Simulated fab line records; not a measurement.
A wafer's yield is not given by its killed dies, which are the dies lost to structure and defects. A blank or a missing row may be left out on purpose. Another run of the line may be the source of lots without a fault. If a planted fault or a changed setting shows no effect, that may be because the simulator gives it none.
Struck lot and sound lot, side by side -- flow n5_finfet -- 38 steps out of a route of 1938
Sound: the wafers L846.1, L846.5, L846.6. Struck: wafers L856.2, L856.6. (L856.1 of the same lot was not struck and is left out.) The cause comes at the end.
For every step that has rows: the tool of each side, followed by ch and its chambers, followed by its first start. Under that, the readings that differ: sound wafers -- struck wafers -- difference of the means -- sigmas: that difference in standard deviations of wafers without a fault.
alike: words and numbers the same on both sides, and readings whose means are apart by under 2 such deviations; not compared: readings that were withheld, readings missing a value for some wafer, numbers with overlapping values and no deviation given by the record, and bounds like >300 which may hide the same value.
The two part at a step that has a row with sigmas, a row that says differs or no value, or rows on one side only. Non-overlapping numbers with no deviation appear without sigmas and do not part them. A reading missing from all wafers of one side parts the sides only when that side holds two or more wafers.

first, 9 steps without rows for these wafers: N5_HKMG_FIN_DEVELOP_11 (develop time 30 s); N5_HKMG_FIN_DESCUM_17 (chemistry O2, time 7.9 s); N5_HKMG_FIN_ETCH_31 (etches SiARC in CF4, target depth 45.5 nm, time 75.8 s); N5_HKMG_FIN_ETCH_32 (etches SOC in N2/H2, target depth 240 nm, time 300 s); N5_HKMG_FIN_STRIP_33 (strips in N2/H2); N5_HKMG_FIN_STRIP_34 (strips in CF4); N5_HKMG_FIN_ETCH_35 (etches SOC in N2/H2, target depth 215.8 nm, time 243.4 s); N5_HKMG_FIN_STRIP_92 (strips SOC in N2/H2, time 20 s); N5_HKMG_FIN_WET_ETCH_18 (etches TiN in SC1, time 55 s, target depth 5.2 nm, rinse time 30 s).
N5_HKMG_FIN_STRIP_19: strips in N2/H2, time 360 s.
  sound on plasma_asher-02 ch 0,1, day 5 21:09; struck on plasma_asher-01 ch 0, day 8 10:17
  alike: drypump_motor_current_A, heater_power_w
  not compared: rf_hours_counter_h
then, 27 steps without rows for these wafers: N5_HKMG_FIN_ALD_91 (deposits TiN, target thk 1 nm, pulse time 1 s, purge time 3 s); N5_HKMG_FIN_COAT_85 (time 60 s, resist thk 300 nm); N5_HKMG_FIN_ETCH_86 (etches SOC in N2/H2, stops on TiN, target depth 393.2 nm); N5_HKMG_FIN_STRIP_89 (strips SOC in N2/H2, time 20 s); N5_HKMG_FIN_WET_ETCH_87 (etches TiN in SC1, time 154.2 s, target depth 4.7 nm, rinse time 30 s); N5_HKMG_FIN_STRIP_88 (strips in N2/H2, time 360 s); N5_HKMG_FIN_NWFM_ALD_20 (deposits TiAlC, target thk 2 nm, pulse time 3 s, purge time 2 s); N5_HKMG_FIN_ALD_71 (deposits TiN, target thk 1 nm, pulse time 1 s, purge time 3 s); N5_HKMG_FIN_COAT_66 (time 60 s, resist thk 300 nm); N5_HKMG_FIN_ETCH_67 (etches SOC in N2/H2, stops on TiN, target depth 388.9 nm); N5_HKMG_FIN_STRIP_90 (strips SOC in N2/H2, time 20 s); N5_HKMG_FIN_WET_ETCH_73 (etches the open film in SC1, time 42.3 s, target depth 1.3 nm, rinse time 30 s); N5_HKMG_FIN_ETCHBACK_68 (etches the open film in Cl2/Ar, stops on HfO2, target depth 0.5 nm); N5_HKMG_FIN_STRIP_69 (strips in N2/H2, time 360 s); N5_HKMG_FIN_ALD_21 (deposits TiN, target thk 1.5 nm, pulse time 1 s, purge time 3 s); N5_HKMG_FIN_ALD_72 (deposits W, target thk 2 nm, pulse time 1 s, purge time 2 s); N5_HKMG_FIN_W_FILL_22 (material W, target thk 60 nm, time 18.2 s); N5_HKMG_FIN_PRECLEAN_83 (cleans in DIW, time 57.5 s); N5_HKMG_FIN_SRD_84 (dry time 32 s); N5_HKMG_FIN_CMP_23 (polishes, stops on SiNx, t overpolish 10 s, target thk 46.326 nm); N5_HKMG_FIN_CMP_94 (polishes, stops on SiNx, t overpolish 4.7 s, target thk 43.299 nm); N5_GATE_CUT_ETCHBACK_00 (etches W in SF6/Cl2); N5_GATE_CUT_ETCH_56 (etches TiN in Cl2/Ar, target depth 21.6 nm); N5_GATE_CUT_ETCHBACK_30 (etches TiN in Cl2/Ar, target depth 3 nm); N5_GATE_CUT_VAPOR_ETCH_60 (etches HfO2 in BCl3/Cl2); N5_GATE_CUT_ETCH_58 (etches SiNx in CH3F/O2, target depth 17 nm, time 128.6 s); N5_GATE_CUT_STRIP_59 (strips in N2/H2, time 20 s).
-- a jump in the record: the struck wafers' starts before and after are 8 days apart (it breaks off in module GATE_CUT and resumes in module PASSIVATION, where the first step shown is number 1936 of the route) --
N5_PASSIVATION_PROBE_49:
  rows exist in the record for the struck wafers here (prober-01, day 16 16:54), but not for the sound ones

== WHERE THEY PART ==
Within this record, at N5_PASSIVATION_PROBE_49 only.

WHY: the cause the simulator had injected
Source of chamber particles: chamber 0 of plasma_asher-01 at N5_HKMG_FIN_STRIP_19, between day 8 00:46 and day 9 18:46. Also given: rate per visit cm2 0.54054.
